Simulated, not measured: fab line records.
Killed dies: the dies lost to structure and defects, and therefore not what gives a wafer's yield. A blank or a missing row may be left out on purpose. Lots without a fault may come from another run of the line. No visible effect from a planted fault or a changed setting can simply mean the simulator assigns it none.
A struck lot beside a sound one / flow n5_finfet / 15 out of 1938 route steps
Sound: wafers L244.2, L244.4, L244.5. Struck: wafer L252.2 (left out: L252.4, L252.5 of the same lot, which were not struck); the cause appears at the end.
For every step that has rows: the tool of each side, followed by ch and its chambers, followed by its first start. Under that, the readings that differ: sound wafers / struck wafers / difference of the means / sigmas: that difference in standard deviations of wafers without a fault.
alike: readings with means less than 2 such deviations apart, plus words and numbers identical on both sides. not compared: withheld readings, readings lacking a value on some wafer, bounds such as >300 that could conceal the same value, and numbers that have no deviation in the record and whose values overlap.
The two part at a step that has a row with sigmas, a row that says differs or no value, or rows on one side only. When numbers do not overlap yet have no deviation, they are printed without sigmas and do not part them. Lack of a reading on every wafer of one side parts them only where that side has two or more wafers.

first, 3 steps without rows for these wafers: N5_BEOL_M5_SRD_40 (time 30 s); N5_BEOL_M5_PRECLEAN_42 (cleans in residue remover, time 60 s); N5_BEOL_M5_SRD_43 (time 30 s).
N5_BEOL_M5_CD_MEAS_35: target cd 28 nm, target cd y 24 nm.
  struck on cd_sem-01, day 12 07:55; sound on cd_sem-01, day 10 03:59
  alike: cd_nm
then, 1 step without rows for these wafers: N5_BEOL_M5_CURE_80 (cures SiCOH lowk, time 120 s).
N5_BEOL_M5_DEGAS_44: time 60 s.
  struck on pvd_sputter-02, day 12 08:35; sound on pvd_sputter-01, day 10 04:25
  alike: heater_power_w
N5_BEOL_M5_PRE_CLEAN_45: time 30 s.
  struck on pvd_sputter-02, day 12 08:38; sound on pvd_sputter-01, day 10 04:27
  alike: heater_power_w
N5_BEOL_M5_ALD_86: deposits TaN, pulse time 2 s, purge time 3 s, co reactant purge time 2 s.
  sound on ald_metal-04 ch 0,1,2, day 10 04:31; struck on ald_metal-01 ch 1, day 12 08:51
  alike: heater_power_w
  not compared: since_wet_clean_h
then, 2 steps without rows for these wafers: N5_BEOL_M5_SURFACE_TREAT_87; N5_BEOL_M5_CVD_47 (deposits Co from CCTBA/H2, target thk 3 nm, time 216 s).
N5_BEOL_M5_SPUTTER_48: material Cu, target thk 15 nm, time 27.62 s.
  struck on pvd_sputter-01, day 12 09:36; sound on pvd_sputter-01, day 10 05:04
  alike: chamber_pressure_pa, chuck_gas_flow_sccm, throttle_valve_pct
then, 1 step without rows for these wafers: N5_BEOL_M5_ANNEAL_49 (time 1800 s).
N5_BEOL_M5_SPUTTER_81: material Cu, target thk 15 nm, time 27.62 s.
  struck on pvd_sputter-01, day 12 10:41; sound on pvd_sputter-01, day 10 06:17
reading=chamber_pressure_pa (Pa); sound=0.07021 0.07004 0.07008; struck=0.07504; difference=+0.00493; sigmas=+35
  alike: chuck_gas_flow_sccm, throttle_valve_pct
N5_BEOL_M5_ANNEAL_82: time 1800 s.
  struck on pvd_sputter-01, day 12 10:46; sound on pvd_sputter-01, day 10 06:22
  alike: heater_power_w, susceptor_temp_C_max
after that, 1 step had no rows for these wafers: N5_PASSIVATION_PROBE_49.

== WHERE THEY PART ==
At N5_BEOL_M5_SPUTTER_81 and nowhere else, as far as this record goes. Later steps at which nothing parts them and some readings are alike: N5_BEOL_M5_ANNEAL_82.

WHY: what had been put in by the simulator
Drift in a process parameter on pvd_sputter-01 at N5_BEOL_M5_SPUTTER_81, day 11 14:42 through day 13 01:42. The setting chamber_pressure_pa was moved by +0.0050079, starting from 0.07. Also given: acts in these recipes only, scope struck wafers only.
